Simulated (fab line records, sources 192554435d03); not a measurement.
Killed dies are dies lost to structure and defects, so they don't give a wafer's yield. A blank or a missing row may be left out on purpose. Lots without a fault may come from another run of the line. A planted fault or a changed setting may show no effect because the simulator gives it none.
Split-lot experiment | flow n5_finfet | 7 lots, 21 wafers read, on a route of 1938 steps

THE SPLIT
At N5_BEOL_M8_ETCH_62 (etches SOC in N2/H2, target depth 110 nm, overetch 22 nm, time 165 s), the setting time_s was moved away from the recipe's 165 s on 5 of the 21 wafers read, by -20.1% to +9.2%. The other wafers ran this setting at the recipe's value.

The reading is taken at the split's own step.

THE READING
SiARC_of_BEOL_M8_COAT_60.thk_nm (the simulator's own value, which no gauge read), in nm, at N5_BEOL_M8_ETCH_62 (etches SOC in N2/H2, target depth 110 nm, overetch 22 nm, time 165 s). The file gives no usual value for it. The 16 wafers here that ran the recipe average 28.4 nm, standard deviation 0.21 nm.

wafer  | tool, chamber at the split | time_s as run, s | against the recipe | SiARC_of_BEOL_M8_COAT_60.thk_nm, nm | against lot-mates on the recipe
L075.2 | rie_diel-02, 2,1           | 165              | recipe             | 28.6                                | -
L075.3 | rie_diel-02, 2,1           | 165              | recipe             | 28.6                                | -
L075.4 | rie_diel-02, 0             | 165              | recipe             | 28.4                                | -
L077.4 | rie_diel-06, 3             | 180.2            | +9.2%              | 28                                  | -0.4
L077.5 | rie_diel-06, 2             | 180.2            | +9.2%              | 27.6                                | -0.8
L077.6 | rie_diel-06, 1             | 165              | recipe             | 28.4                                | -
L079.4 | rie_diel-06, 2             | 165              | recipe             | 28.2                                | -
L079.5 | rie_diel-06, 1             | 165              | recipe             | 28.6                                | -
L079.6 | rie_diel-06, 0             | 165              | recipe             | 28                                  | -
L085.2 | rie_diel-04, 2             | 131.8            | -20.1%             | 29.8                                | +1.7
L085.4 | rie_diel-04, 1             | 165              | recipe             | 28                                  | -
L085.6 | rie_diel-04, 3             | 165              | recipe             | 28.2                                | -
L086.2 | rie_diel-04, 3,0           | 165              | recipe             | 28.4                                | -
L086.5 | rie_diel-04, 3,0           | 165              | recipe             | 28.4                                | -
L086.4 | rie_diel-04, 1             | 165              | recipe             | 28                                  | -
L088.2 | rie_diel-02, 1             | 165              | recipe             | 28.6                                | -
L088.5 | rie_diel-02, 1             | 165              | recipe             | 28.6                                | -
L088.6 | rie_diel-02, 3             | 142.8            | -13.5%             | 29.2                                | +0.6
L097.1 | rie_diel-06, 1,3           | 165              | recipe             | 28.4                                | -
L097.6 | rie_diel-06, 1,3           | 165              | recipe             | 28.4                                | -
L097.3 | rie_diel-06, 3             | 179.3            | +8.7%              | 28                                  | -0.4
Where a row lists several chambers, the file gives one row for several wafers and doesn't say which wafer went through which chamber.

THE FIT
A straight line over all 21 wafers: SiARC_of_BEOL_M8_COAT_60.thk_nm changes by -0.0645 nm for each +1% of time_s; r = -0.89; the points scatter about the line by 0.21 nm.
The same after taking each lot's own level away (the mean of its wafers on the recipe; 21 wafers): -0.0683 nm for each +1%; r = -0.92; scatter 0.19 nm.
On that fit, the largest move of time_s shifts the reading by 1.4 nm.
The lots' own levels span 28.10 to 28.60 nm, that is 2.3 times the standard deviation above.
So the lot-to-lot level changes the slope little: the two slopes agree.
Check: with one of the wafers moved furthest among these (-20.1%) left out of the fit, the line predicts +1.04 nm for it against its lot-mates. It came out at +1.7 nm against them.

OTHER SPLITS ON THESE WAFERS
These wafers also went through other splits before the reading. Each is held against what the fit with the lots' levels taken away leaves over:
other split on the same wafers | wafers away from the commonest value | r with SiARC_of_BEOL_M8_COAT_60.thk_nm (lot level and that fit taken away)
N5_BEOL_M6_COAT_60 spin_rpm    | 5                                    | -0.07
N5_BEOL_M7_COAT_71 spin_rpm    | 7                                    | +0.05
N5_BEOL_M7_EXPOSE_25 dose_mj   | 11                                   | -0.23
N5_BEOL_M8_DESCUM_16 time_s    | 5                                    | -0.12

THE FILE'S OWN FIT
SiARC_of_BEOL_M8_COAT_60.thk_nm changes by -0.0687 nm for each +1% of time_s, r = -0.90.
